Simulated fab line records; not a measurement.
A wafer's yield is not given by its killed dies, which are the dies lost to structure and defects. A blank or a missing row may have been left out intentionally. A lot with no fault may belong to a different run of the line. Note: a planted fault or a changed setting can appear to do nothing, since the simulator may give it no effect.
A struck lot beside a sound one + flow nandHarc + 14 out of 1302 route steps
Sound: wafers L541.1, L541.2, L541.6. The struck wafers were L548.2, L548.3, L548.6. The cause is named last.
Each step with rows lists, per side, the tool, then ch with its chambers, then its first start. Under that, the readings that differ: sound wafers + struck wafers + difference of the means + sigmas: that difference in standard deviations of wafers without a fault.
alike: readings whose means differ by less than 2 such deviations, and words and numbers that are the same on both sides. not compared: withheld readings, readings that some wafer has no value for, bounds like >300 that may hide the same value, and numbers for which the record gives no deviation and whose values overlap.
The two part at a step that has a row with sigmas, a row that says differs or no value, or rows on one side only. Numbers that have no deviation but don't overlap get no sigmas and don't part them. A reading missing from all wafers of one side parts the sides only when that side holds two or more wafers.

first, 6 steps without rows for these wafers: NHARC_A_STAIRCASE_EXPOSE_214 (exposes mask STAIR 3); NHARC_A_STAIRCASE_PEB_215 (peb time 130 s); NHARC_A_STAIRCASE_DEVELOP_216 (time 140 s); NHARC_A_STAIRCASE_HARDBAKE_218 (time 140 s); NHARC_A_STAIRCASE_DESCUM_219 (chemistry O2, time 3 s); NHARC_A_STAIRCASE_TRIM_220 (chemistry O2, time 211.2 s).
NHARC_A_STAIRCASE_ETCH_221: etches the open film in C4F8/O2, target depth 100 nm, time 40.5 s.
  sound: rieDiel-11 ch 1,2,3; struck: rieDiel-13 ch 0,2,3
| reading             | sound             | struck            | difference | sigmas |
|---------------------|-------------------|-------------------|------------|--------|
| oesProductAu (a.u.) | 0.920 0.931 0.929 | 0.955 0.957 0.957 | +0.030     | +2     |
| rfFwdPowerW (W)     | 585.8 591.4 588.1 | 595.1 592.6 598.7 | +7.0       | +2     |
  alike: rfVppV
  not compared: rfHoursCounterH
NHARC_A_STAIRCASE_TRIM_222: chemistry O2, time 211.2 s.
  sound: rieDiel-11 ch 0,1; struck: rieDiel-13 ch 0,1,3
  alike: chamberPressureMTorr, drypumpMotorCurrentA, oesProductAu, rfVppV, showerheadPlenumPTorr, throttleValvePct
  not compared: rfHoursCounterH
then, 1 step without rows for these wafers: NHARC_A_STAIRCASE_ETCH_223 (etches the open film in C4F8/O2, target depth 100 nm, time 40.5 s).
NHARC_A_STAIRCASE_TRIM_224: chemistry O2, time 211.2 s.
  sound: rieDiel-11 ch 1,3; struck: rieDiel-13 ch 0,1
  alike: chamberPressureMTorr, drypumpMotorCurrentA, oesProductAu, rfVppV, showerheadPlenumPTorr, throttleValvePct
  not compared: rfHoursCounterH
NHARC_A_STAIRCASE_ETCH_225: etches the open film in C4F8/O2, target depth 100 nm, time 40.5 s.
  sound: rieDiel-11 ch 0,1,3; struck: rieDiel-13 ch 0,2,3
  alike: oesProductAu, rfFwdPowerW, rfVppV
  not compared: rfHoursCounterH
NHARC_A_STAIRCASE_TRIM_226: chemistry O2, time 211.2 s.
  sound on rieDiel-11 ch 0,1, day 18 10:11; struck on rieDiel-13 ch 0,2,3, day 21 13:43
  no value came back on the struck wafers for any of 7 readings (biasW (W), chamberPressureMTorr (mTorr) and others); on the sound wafers biasW (W) reads 0 0 0
  not compared: rfHoursCounterH
NHARC_A_STAIRCASE_ETCH_227: etches the open film in C4F8/O2, target depth 100 nm, time 40.5 s.
  sound: rieDiel-11 ch 1,2,3; struck: rieDiel-13 ch 0,1,3
  alike: oesProductAu, rfFwdPowerW, rfVppV
  not compared: rfHoursCounterH
-- the record jumps here: 8 days lie between the struck wafers' starts before and after (it left off in module A_STAIRCASE and takes up again in module END, whose first step shown is number 1302 of the route) --
NHARC_END_SORT_01:
  sound on prober-02 ch 0, day 27 00:28; struck on prober-02 ch 0, day 29 15:40
| reading       | sound    | struck                                                            | difference                   | sigmas |
|---------------|----------|-------------------------------------------------------------------|------------------------------|--------|
| hold          | - - -    | awaitDispo/1.5h/scrap awaitDispo/1.5h/scrap awaitDispo/1.5h/scrap | no value on the sound wafers |        |
| killedAtArray | 68 72 64 | 671 672 667                                                       | +602                         | +35    |
| killedDies    | 70 74 66 | 677 677 677                                                       | +607                         | +34    |
  alike: killedAtOther, killedAtPeriphery, killedOpen, killedShort

## WHERE THEY PART
First at NHARC_A_STAIRCASE_ETCH_221; last, within this record, at NHARC_END_SORT_01.

WHY: what the simulator had put in
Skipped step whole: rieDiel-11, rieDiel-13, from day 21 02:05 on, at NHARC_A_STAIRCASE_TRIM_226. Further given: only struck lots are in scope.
